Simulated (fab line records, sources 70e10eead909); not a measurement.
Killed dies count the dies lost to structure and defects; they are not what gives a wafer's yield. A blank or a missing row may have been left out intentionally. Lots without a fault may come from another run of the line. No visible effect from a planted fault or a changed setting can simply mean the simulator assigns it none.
Chamber matching :: flow nand_harc :: 4 sister chambers for NHARC_A_ZERO_WELL_ETCH_19 on rie_diel-02
The step etches the open film in N2/H2, target depth 80 nm, overetch 24 nm, time 87.88 s. 18 wafers are shown with their chamber, then 9 later ones without.

WAFERS WITH THEIR CHAMBER
wafer: L788.1
chamber: 0
showerhead_plenum_p_Torr (Torr): 2.12
drypump_motor_current_A (A): 6.4
rf_vpp_V (V): 430.2

wafer: L788.4
chamber: 1
showerhead_plenum_p_Torr (Torr): 1.97
drypump_motor_current_A (A): 5.9
rf_vpp_V (V): 430.1

wafer: L788.6
chamber: 3
showerhead_plenum_p_Torr (Torr): 2.05
drypump_motor_current_A (A): 5.3
rf_vpp_V (V): 431.9

wafer: L789.2
chamber: 3
showerhead_plenum_p_Torr (Torr): 2.05
drypump_motor_current_A (A): 5.3
rf_vpp_V (V): 430.6

wafer: L789.4
chamber: 0
showerhead_plenum_p_Torr (Torr): 2.12
drypump_motor_current_A (A): 6.4
rf_vpp_V (V): 432.4

wafer: L789.5
chamber: 2
showerhead_plenum_p_Torr (Torr): 2.11
drypump_motor_current_A (A): 5.8
rf_vpp_V (V): 433.1

wafer: L790.1
chamber: 1
showerhead_plenum_p_Torr (Torr): 1.97
drypump_motor_current_A (A): 5.9
rf_vpp_V (V): 427.8

wafer: L790.2
chamber: 3
showerhead_plenum_p_Torr (Torr): 2.05
drypump_motor_current_A (A): 5.4
rf_vpp_V (V): 430.5

wafer: L790.5
chamber: 3
showerhead_plenum_p_Torr (Torr): 2.05
drypump_motor_current_A (A): 5.3
rf_vpp_V (V): 432.5

wafer: L793.2
chamber: 3
showerhead_plenum_p_Torr (Torr): 2.04
drypump_motor_current_A (A): 5.3
rf_vpp_V (V): 431.8

wafer: L793.3
chamber: 2
showerhead_plenum_p_Torr (Torr): 2.11
drypump_motor_current_A (A): 5.8
rf_vpp_V (V): 432.3

wafer: L793.5
chamber: 3
showerhead_plenum_p_Torr (Torr): 2.04
drypump_motor_current_A (A): 5.3
rf_vpp_V (V): 429.4

wafer: L794.2
chamber: 1
showerhead_plenum_p_Torr (Torr): 1.97
drypump_motor_current_A (A): 5.8
rf_vpp_V (V): 428.6

wafer: L794.4
chamber: 0
showerhead_plenum_p_Torr (Torr): 2.11
drypump_motor_current_A (A): 6.4
rf_vpp_V (V): 432.6

wafer: L794.5
chamber: 1
showerhead_plenum_p_Torr (Torr): 1.97
drypump_motor_current_A (A): 5.8
rf_vpp_V (V): 430.0

wafer: L796.1
chamber: 1
showerhead_plenum_p_Torr (Torr): 1.97
drypump_motor_current_A (A): 5.9
rf_vpp_V (V): 427.2

wafer: L796.4
chamber: 3
showerhead_plenum_p_Torr (Torr): 2.04
drypump_motor_current_A (A): 5.4
rf_vpp_V (V): 431.6

wafer: L796.6
chamber: 0
showerhead_plenum_p_Torr (Torr): 2.11
drypump_motor_current_A (A): 6.4
rf_vpp_V (V): 432.2

SIGNATURES (means of the wafers above)
reading: showerhead_plenum_p_Torr
chamber 0: 2.1150
chamber 1: 1.9700
chamber 2: 2.1100
chamber 3: 2.0457
scatter within a chamber: 0.0044

reading: drypump_motor_current_A
chamber 0: 6.400
chamber 1: 5.860
chamber 2: 5.800
chamber 3: 5.329
scatter within a chamber: 0.0433

reading: rf_vpp_V
chamber 0: 431.850
chamber 1: 428.740
chamber 2: 432.700
chamber 3: 431.186
scatter within a chamber: 1.12
Rule: a wafer's distance from a chamber is the root of the sum, over the readings, of the square of ((its reading less the chamber's mean) divided by the reading's scatter). The wafer belongs to the nearest chamber; if the next one is less than 2 further off, it can't be placed. The scatter is the square root of a quotient: the sum, over the shown wafers, of each reading's squared deviation from its chamber's mean, divided by wafers minus chambers.

WAFERS WHOSE CHAMBER IS MISSING
wafer: L798.3
showerhead_plenum_p_Torr (Torr): 2.11
drypump_motor_current_A (A): 6.4
rf_vpp_V (V): 431.2

wafer: L798.4
showerhead_plenum_p_Torr (Torr): 1.97
drypump_motor_current_A (A): 5.9
rf_vpp_V (V): 428.7

wafer: L798.5
showerhead_plenum_p_Torr (Torr): 2.04
drypump_motor_current_A (A): 5.3
rf_vpp_V (V): 430.7

wafer: L807.1
showerhead_plenum_p_Torr (Torr): 2.11
drypump_motor_current_A (A): 5.8
rf_vpp_V (V): 431.3

wafer: L807.4
showerhead_plenum_p_Torr (Torr): 1.97
drypump_motor_current_A (A): 5.8
rf_vpp_V (V): 427.9

wafer: L807.5
showerhead_plenum_p_Torr (Torr): 2.04
drypump_motor_current_A (A): 5.3
rf_vpp_V (V): 431.1

wafer: L808.1
showerhead_plenum_p_Torr (Torr): 2.11
drypump_motor_current_A (A): 5.8
rf_vpp_V (V): 432.4

wafer: L808.4
showerhead_plenum_p_Torr (Torr): 1.97
drypump_motor_current_A (A): 5.8
rf_vpp_V (V): 429.1

wafer: L808.5
showerhead_plenum_p_Torr (Torr): 2.11
drypump_motor_current_A (A): 6.4
rf_vpp_V (V): 432.3

WHICH CHAMBER EACH ONE RAN IN
wafer: L798.3
from the rows above: 0
in truth: 0

wafer: L798.4
from the rows above: 1
in truth: 1

wafer: L798.5
from the rows above: 3
in truth: 3

wafer: L807.1
from the rows above: 2
in truth: 2

wafer: L807.4
from the rows above: 1
in truth: 1

wafer: L807.5
from the rows above: 3
in truth: 3

wafer: L808.1
from the rows above: 2
in truth: 2

wafer: L808.4
from the rows above: 1
in truth: 1

wafer: L808.5
from the rows above: 0
in truth: 0
Placed correctly: 9 of 9. Left unplaced by these rows: 0. Wrongly placed: 0.
